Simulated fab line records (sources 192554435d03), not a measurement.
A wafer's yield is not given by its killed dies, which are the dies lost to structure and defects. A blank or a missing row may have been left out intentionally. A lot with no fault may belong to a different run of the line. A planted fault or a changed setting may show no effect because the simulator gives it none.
A lot that was struck, set against a sound lot    flow n5-finfet    36 steps out of a route of 1938
Sound: these wafers, L716.1, L716.2, L716.4. The struck wafers were L728.1, L728.2, L728.3. The cause comes at the end.
At each step with rows: each side's tool, then ch and its chambers, then its first start. Under that, the readings that differ: sound wafers    struck wafers    difference of the means    sigmas: that difference in standard deviations of wafers without a fault.
alike: readings with means less than 2 such deviations apart, plus words and numbers identical on both sides. not compared: withheld readings, readings lacking a value on some wafer, bounds such as >300 that could conceal the same value, and numbers that have no deviation in the record and whose values overlap.
Wherever a step has rows on one side only, a row that says differs or no value, or a row with sigmas, the two part there. Numbers that have no deviation but don't overlap get no sigmas and don't part them. A reading missing from all wafers of one side parts the sides only when that side holds two or more wafers.

first, 11 steps without rows for these wafers: N5_FIN_CUT_PRECLEAN_35 (cleans in vHF, time 13.3 s); N5_FIN_CUT_CUT_ETCH_15 (etches Si in HBr/Cl2/O2, target depth 100 nm, bt time 10 s, time 42.4 s); N5_FIN_CUT_CUT_ETCH_28 (etches Si in HBr/Cl2/O2, target depth 6 nm, time 2.4 s); N5_FIN_CUT_STRIP_22 (strips in N2/H2); N5_FIN_CUT_PRECLEAN_36 (cleans in O3/DIW, time 60 s); N5_FIN_CUT_SRD_32 (time 30 s); N5_FIN_CUT_UV_OZONE_34 (time 120 s); N5_STI_FIN_REVEAL_ALD_00 (deposits SiO2, target thk 1 nm, pulse time 1 s); N5_STI_FIN_REVEAL_ALD_14 (deposits Si3N4, target thk 3 nm); N5_STI_FIN_REVEAL_FCVD_FILL_01 (material SiO2 flowable, target thk 312 nm, time 512.2 s); N5_STI_FIN_REVEAL_DENSIFY_02 (time 1800 s).
N5_STI_FIN_REVEAL_CMP_04: polishes, stops on Si3N4, t overpolish 4 s, target thk 131.83 nm.
  sound on cmp-01 ch 0,1,3, day 3 03:29; struck on cmp-01 ch 1,2,3, day 6 05:50
  no value came back on the struck wafers for any of 5 readings (edge-zone-pressure-frac, head-pressure-psi (psi) and others); on the sound wafers edge-zone-pressure-frac reads 1.000 0.994 1.000
reading                                                         sound            struck             difference  sigmas
model.SiO2_flowable_of_STI_FIN_REVEAL_FCVD_FILL_01.thk-nm (nm)  131.8 132.6 133  314.2 305.6 311.8  +178.1      
N5_STI_FIN_REVEAL_THK_MEAS_05:
  sound on film-metro-02 at day 3 03:44; struck on film-metro-01 at day 6 06:06
reading      sound              struck             difference  sigmas
thk-nm (nm)  131.7 132.5 132.8  314.4 305.7 311.7  +178.3      +99 or more
after that, 1 step had no rows for these wafers: N5_STI_FIN_REVEAL_DENSIFY_30.
N5_STI_FIN_REVEAL_ETCHBACK_08: etches SiO2 in C4F6/O2, target depth 30.5 nm, time 10.167 s.
  sound on rie-diel-03 ch 0,2,3, day 3 03:59; struck on rie-diel-03 ch 0,2,3, day 6 06:32
reading                 sound              struck             difference  sigmas
oes-product-au (a.u.)   0.70 0.75 0.70     1.11 1.21 1.11     +0.43       +6
throttle-valve-pct (%)  21.13 20.87 21.19  21.63 21.37 21.60  +0.47       +3
  alike: C4F6_flow_sccm, bias-w, drypump-motor-current-A, rf-fwd-power-W, rf-vpp-V, showerhead-plenum-p-Torr
  not compared: rf-hours-counter-h
then, 18 steps without rows for these wafers: N5_STI_FIN_REVEAL_STRIP_24 (strips in N2/H2, time 90 s); N5_STI_FIN_REVEAL_PRECLEAN_25 (cleans in SPM, time 90 s); N5_STI_FIN_REVEAL_PRECLEAN_26 (cleans in SC1, time 45 s); N5_STI_FIN_REVEAL_PRECLEAN_29 (cleans in DHF, time 30 s); N5_STI_FIN_REVEAL_SRD_12 (time 30 s); N5_STI_FIN_REVEAL_RECESS_09 (chemistry HF/NH3, target SiO2, afs cycles 11, target depth 42.5 nm, sublimation time 60 s); N5_STI_FIN_REVEAL_STRIP_16 (strips SiNx in H3PO4, target depth 23.8 nm); N5_STI_FIN_REVEAL_PRECLEAN_17 (cleans in NF3:NH3, afs cycles 1, time 20 s, sublimation time 60 s); N5_STI_FIN_REVEAL_ETCH_34 (etches Si in H2, material Si, target depth 0.97 nm); N5_STI_FIN_REVEAL_OXIDATION_31 (chemistry O2 PLASMA REMOTE, time 20 s); N5_STI_FIN_REVEAL_PRECLEAN_32 (cleans in NF3:NH3, afs cycles 1, time 20 s, sublimation time 60 s); N5_STI_FIN_REVEAL_STRIP_35 (strips Si3N4 in H3PO4, target depth 4 nm, time 39 s); N5_STI_FIN_REVEAL_SRD_21 (time 30 s); N5_STI_FIN_REVEAL_OXIDATION_33 (chemistry O2 PLASMA REMOTE, time 20 s); N5_STI_FIN_REVEAL_CLEAN_19 (cleans in O3/DIW, time 120 s); N5_STI_FIN_REVEAL_SRD_23 (time 30 s); N5_STI_FIN_REVEAL_PRECLEAN_18 (cleans in SC2, time 45 s); N5_STI_FIN_REVEAL_SRD_28 (time 30 s).
N5_STI_FIN_REVEAL_INSPECT_13: inspects for defects (darkfield).
  sound on defect-inspect-02 at day 3 07:02; struck on defect-inspect-02 at day 6 09:35
reading           sound     struck     difference  sigmas
raw-defect-count  14 14 14  95 76 112  +80         +15
N5_BEOL_M4_RC_MEAS_101:
  the record has rows for the sound wafers here (prober-02 ch 0, day 8 20:43) and none for the struck ones
-- a jump in the record: the struck wafers' starts before and after are 10 days apart (it breaks off in module BEOL_M4 and resumes in module PASSIVATION, where the first step shown is number 1936 of the route) --
N5_PASSIVATION_PROBE_49:
  sound on prober-02 at day 13 14:37; struck on prober-02 at day 16 20:54
reading                   sound           struck          difference  sigmas
defect-limited-yield (%)  90.4 90.7 91.4  0 0 0           -91         -70
killed-at-front-end       31 49 44        1109 1126 1125  +1079       +98
killed-dies               113 110 102     1180 1180 1180  +1072       +71
killed-on-rim             14 16 9         152 152 152     +139        +35
sort_bin_5_function (%)   5.3 5.6 4.9     96.5 96.9 96.9  +91.5       +99 or more
sort_bin_8_speed (%)      0 0.34 0        0 0 0           +0          -4
sort-n-pass               1067 1066 1078  0 0 0           -1070       -71
sort-yield-pct (%)        90.4 90.3 91.4  0 0 0           -91         -70
  alike: killed_at_M0_to_M3, killed_at_M4_up, killed-at-contacts, killed-at-other, killed-open, killed-short, sort_bin_6_memory

## WHERE THEY PART
First at N5_STI_FIN_REVEAL_CMP_04; last, within this record, at N5_PASSIVATION_PROBE_49.

WHY: whatever the simulator had introduced
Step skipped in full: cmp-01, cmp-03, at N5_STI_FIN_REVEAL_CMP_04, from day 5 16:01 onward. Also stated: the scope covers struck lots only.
